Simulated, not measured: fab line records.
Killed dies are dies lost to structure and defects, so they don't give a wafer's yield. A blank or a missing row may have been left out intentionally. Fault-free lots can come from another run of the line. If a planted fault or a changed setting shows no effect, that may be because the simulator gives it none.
Split-lot study || flow n5_finfet || 39 wafers read from 7 lots, route of 1938 steps

THE SPLIT
At N5_FIN_SAQP_HM_DEP_72 (deposits SiO2 from SiH4/N2O, target thk 12 nm, time 7.2 s), the setting time_s was moved away from the recipe's 7.2 s on 18 of the 39 wafers read, by -13.6% to +14.5%. This setting was run at the recipe's value on the other wafers.

FROM THE SPLIT TO THE READING: what the file shows between them, 4 steps
- N5_FIN_SAQP_COAT_49: time 60 s, resist thk 100 nm
- N5_FIN_SAQP_COAT_50: time 60 s, resist thk 35 nm
- N5_FIN_SAQP_ETCH_52: etches SOC in N2/H2, target depth 100 nm, overetch 20 nm, time 150 s
- N5_FIN_SAQP_STRIP_53: strips in N2/H2

THE READING
etch.depth_nm (the simulator's own value, which no gauge read), in nm, at N5_FIN_SAQP_HM_OPEN_73 (chemistry CHF3/O2, target SiO2, stops on a-Si, target depth 12 nm, time 16.8 s). No usual value for it is given in the file. Across the 21 wafers here that went through the recipe, the average is 12.05 nm and the standard deviation 0.13 nm.

{"wafer": "L078.1", "tool, chamber at the split": "pecvd-02, 0", "time_s as run, s": 6.228, "against the recipe": "-13.5%", "etch.depth_nm, nm": 10.11, "against lot-mates on the recipe": -1.94}
{"wafer": "L078.2", "tool, chamber at the split": "pecvd-02, 1", "time_s as run, s": 7.2, "against the recipe": "recipe", "etch.depth_nm, nm": 12.02, "against lot-mates on the recipe": "-"}
{"wafer": "L078.3", "tool, chamber at the split": "pecvd-02, 2", "time_s as run, s": 6.228, "against the recipe": "-13.5%", "etch.depth_nm, nm": 10.29, "against lot-mates on the recipe": -1.76}
{"wafer": "L078.4", "tool, chamber at the split": "pecvd-02, 2", "time_s as run, s": 7.2, "against the recipe": "recipe", "etch.depth_nm, nm": 11.99, "against lot-mates on the recipe": "-"}
{"wafer": "L078.5", "tool, chamber at the split": "pecvd-02, 1", "time_s as run, s": 7.2, "against the recipe": "recipe", "etch.depth_nm, nm": 12.14, "against lot-mates on the recipe": "-"}
{"wafer": "L078.6", "tool, chamber at the split": "pecvd-02, 0", "time_s as run, s": 6.228, "against the recipe": "-13.5%", "etch.depth_nm, nm": 10.21, "against lot-mates on the recipe": -1.84}
{"wafer": "L079.1", "tool, chamber at the split": "pecvd-03, 1", "time_s as run, s": 7.2, "against the recipe": "recipe", "etch.depth_nm, nm": 12.01, "against lot-mates on the recipe": "-"}
{"wafer": "L079.2", "tool, chamber at the split": "pecvd-03, 2", "time_s as run, s": 6.904, "against the recipe": "-4.1%", "etch.depth_nm, nm": 11.69, "against lot-mates on the recipe": -0.48}
{"wafer": "L079.3", "tool, chamber at the split": "pecvd-03, 0", "time_s as run, s": 6.904, "against the recipe": "-4.1%", "etch.depth_nm, nm": 11.6, "against lot-mates on the recipe": -0.57}
{"wafer": "L079.4", "tool, chamber at the split": "pecvd-03, 2", "time_s as run, s": 7.2, "against the recipe": "recipe", "etch.depth_nm, nm": 12.28, "against lot-mates on the recipe": "-"}
{"wafer": "L079.5", "tool, chamber at the split": "pecvd-03, 0", "time_s as run, s": 6.904, "against the recipe": "-4.1%", "etch.depth_nm, nm": 11.88, "against lot-mates on the recipe": -0.29}
{"wafer": "L079.6", "tool, chamber at the split": "pecvd-03, 1", "time_s as run, s": 7.2, "against the recipe": "recipe", "etch.depth_nm, nm": 12.23, "against lot-mates on the recipe": "-"}
{"wafer": "L085.1", "tool, chamber at the split": "pecvd-03, 1", "time_s as run, s": 7.2, "against the recipe": "recipe", "etch.depth_nm, nm": 12.11, "against lot-mates on the recipe": "-"}
{"wafer": "L085.2", "tool, chamber at the split": "pecvd-03, 0", "time_s as run, s": 6.465, "against the recipe": "-10.2%", "etch.depth_nm, nm": 10.84, "against lot-mates on the recipe": -1.31}
{"wafer": "L085.3", "tool, chamber at the split": "pecvd-03, 2", "time_s as run, s": 6.465, "against the recipe": "-10.2%", "etch.depth_nm, nm": 10.79, "against lot-mates on the recipe": -1.36}
{"wafer": "L085.4", "tool, chamber at the split": "pecvd-03, 1", "time_s as run, s": 6.465, "against the recipe": "-10.2%", "etch.depth_nm, nm": 10.73, "against lot-mates on the recipe": -1.42}
{"wafer": "L085.5", "tool, chamber at the split": "pecvd-03, 0", "time_s as run, s": 7.2, "against the recipe": "recipe", "etch.depth_nm, nm": 12.14, "against lot-mates on the recipe": "-"}
{"wafer": "L085.6", "tool, chamber at the split": "pecvd-03, 2", "time_s as run, s": 7.2, "against the recipe": "recipe", "etch.depth_nm, nm": 12.19, "against lot-mates on the recipe": "-"}
{"wafer": "L086.1", "tool, chamber at the split": "pecvd-04, 1", "time_s as run, s": 6.289, "against the recipe": "-12.7%", "etch.depth_nm, nm": 10.15, "against lot-mates on the recipe": -1.98}
{"wafer": "L086.2", "tool, chamber at the split": "pecvd-04, 2", "time_s as run, s": 7.2, "against the recipe": "recipe", "etch.depth_nm, nm": 12.07, "against lot-mates on the recipe": "-"}
{"wafer": "L086.3", "tool, chamber at the split": "pecvd-04, 0", "time_s as run, s": 6.289, "against the recipe": "-12.7%", "etch.depth_nm, nm": 10.58, "against lot-mates on the recipe": -1.55}
{"wafer": "L086.4", "tool, chamber at the split": "pecvd-04, 0", "time_s as run, s": 6.289, "against the recipe": "-12.7%", "etch.depth_nm, nm": 10.72, "against lot-mates on the recipe": -1.41}
{"wafer": "L086.5", "tool, chamber at the split": "pecvd-04, 1", "time_s as run, s": 7.2, "against the recipe": "recipe", "etch.depth_nm, nm": 12.19, "against lot-mates on the recipe": "-"}
{"wafer": "L086.6", "tool, chamber at the split": "pecvd-04, 2", "time_s as run, s": 7.2, "against the recipe": "recipe", "etch.depth_nm, nm": 12.13, "against lot-mates on the recipe": "-"}
{"wafer": "L090.1", "tool, chamber at the split": "pecvd-04, 2", "time_s as run, s": 7.2, "against the recipe": "recipe", "etch.depth_nm, nm": 11.89, "against lot-mates on the recipe": "-"}
{"wafer": "L090.2", "tool, chamber at the split": "pecvd-04, 0", "time_s as run, s": 6.223, "against the recipe": "-13.6%", "etch.depth_nm, nm": 10.36, "against lot-mates on the recipe": -1.55}
{"wafer": "L090.3", "tool, chamber at the split": "pecvd-04, 1", "time_s as run, s": 6.223, "against the recipe": "-13.6%", "etch.depth_nm, nm": 10.03, "against lot-mates on the recipe": -1.88}
{"wafer": "L090.4", "tool, chamber at the split": "pecvd-04, 1", "time_s as run, s": 7.2, "against the recipe": "recipe", "etch.depth_nm, nm": 11.91, "against lot-mates on the recipe": "-"}
{"wafer": "L090.5", "tool, chamber at the split": "pecvd-04, 2", "time_s as run, s": 7.2, "against the recipe": "recipe", "etch.depth_nm, nm": 11.94, "against lot-mates on the recipe": "-"}
{"wafer": "L090.6", "tool, chamber at the split": "pecvd-04, 0", "time_s as run, s": 6.223, "against the recipe": "-13.6%", "etch.depth_nm, nm": 10.37, "against lot-mates on the recipe": -1.54}
{"wafer": "L093.1", "tool, chamber at the split": "pecvd-04, 0", "time_s as run, s": 7.2, "against the recipe": "recipe", "etch.depth_nm, nm": 12, "against lot-mates on the recipe": "-"}
{"wafer": "L093.2", "tool, chamber at the split": "pecvd-04, 2", "time_s as run, s": 7.2, "against the recipe": "recipe", "etch.depth_nm, nm": 11.86, "against lot-mates on the recipe": "-"}
{"wafer": "L093.6", "tool, chamber at the split": "pecvd-04, 0", "time_s as run, s": 7.2, "against the recipe": "recipe", "etch.depth_nm, nm": 12.11, "against lot-mates on the recipe": "-"}
{"wafer": "L097.1", "tool, chamber at the split": "pecvd-04, 1", "time_s as run, s": 7.2, "against the recipe": "recipe", "etch.depth_nm, nm": 11.85, "against lot-mates on the recipe": "-"}
{"wafer": "L097.2", "tool, chamber at the split": "pecvd-04, 0", "time_s as run, s": 7.2, "against the recipe": "recipe", "etch.depth_nm, nm": 11.81, "against lot-mates on the recipe": "-"}
{"wafer": "L097.3", "tool, chamber at the split": "pecvd-04, 2", "time_s as run, s": 8.241, "against the recipe": "+14.5%", "etch.depth_nm, nm": 13.59, "against lot-mates on the recipe": "+1.63"}
{"wafer": "L097.4", "tool, chamber at the split": "pecvd-04, 2", "time_s as run, s": 8.241, "against the recipe": "+14.5%", "etch.depth_nm, nm": 13.85, "against lot-mates on the recipe": "+1.89"}
{"wafer": "L097.5", "tool, chamber at the split": "pecvd-04, 1", "time_s as run, s": 8.241, "against the recipe": "+14.5%", "etch.depth_nm, nm": 13.65, "against lot-mates on the recipe": "+1.69"}
{"wafer": "L097.6", "tool, chamber at the split": "pecvd-04, 0", "time_s as run, s": 7.2, "against the recipe": "recipe", "etch.depth_nm, nm": 12.21, "against lot-mates on the recipe": "-"}

FIT RESULTS
A straight line over all 39 wafers: etch.depth_nm changes by +0.124 nm for each +1% of time_s; r = +0.99; the points scatter about the line by 0.17 nm.
The same after taking each lot's own level away (the mean of its wafers on the recipe; 39 wafers): +0.127 nm for each +1%; r = +0.99; scatter 0.13 nm.
That fit puts the effect of the largest move of time_s on the reading at 1.8 nm.
Across the lots, their own levels run from 11.913 to 12.173 nm, a range of 1.9 times the standard deviation given above.
The two slopes agree, so the slope changes little with the lot-to-lot level.
Check: +1.85 nm against its lot-mates is what the line predicts for one of the wafers moved furthest among these (+14.5%) when that wafer is left out of the fit. Against them it came out at +1.63 nm.

THE WHOLE CHAIN: every reading that the file lists as answering this split, in the file's order
{"step": "N5_FIN_SAQP_HM_DEP_72", "what it does": "deposits SiO2 from SiH4/N2O, target thk 12 nm, time 7.2 s", "reading": "SiO2_of_FIN_SAQP_HM_DEP_72.thk_nm (the simulator's own value, which no gauge read)", "change (the file's fit)": "+0.127 nm for each +1% of the setting", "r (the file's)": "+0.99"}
{"step": "N5_FIN_SAQP_HM_OPEN_73", "what it does": "chemistry CHF3/O2, target SiO2, stops on a-Si, target depth 12 nm, time 16.8 s", "reading": "etch.depth_nm (the simulator's own value, which no gauge read)", "change (the file's fit)": "+0.127 nm for each +1% of the setting", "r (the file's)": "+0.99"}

THE FILE'S OWN FIT
etch.depth_nm changes by +0.127 nm for each +1% of time_s, r = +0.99.
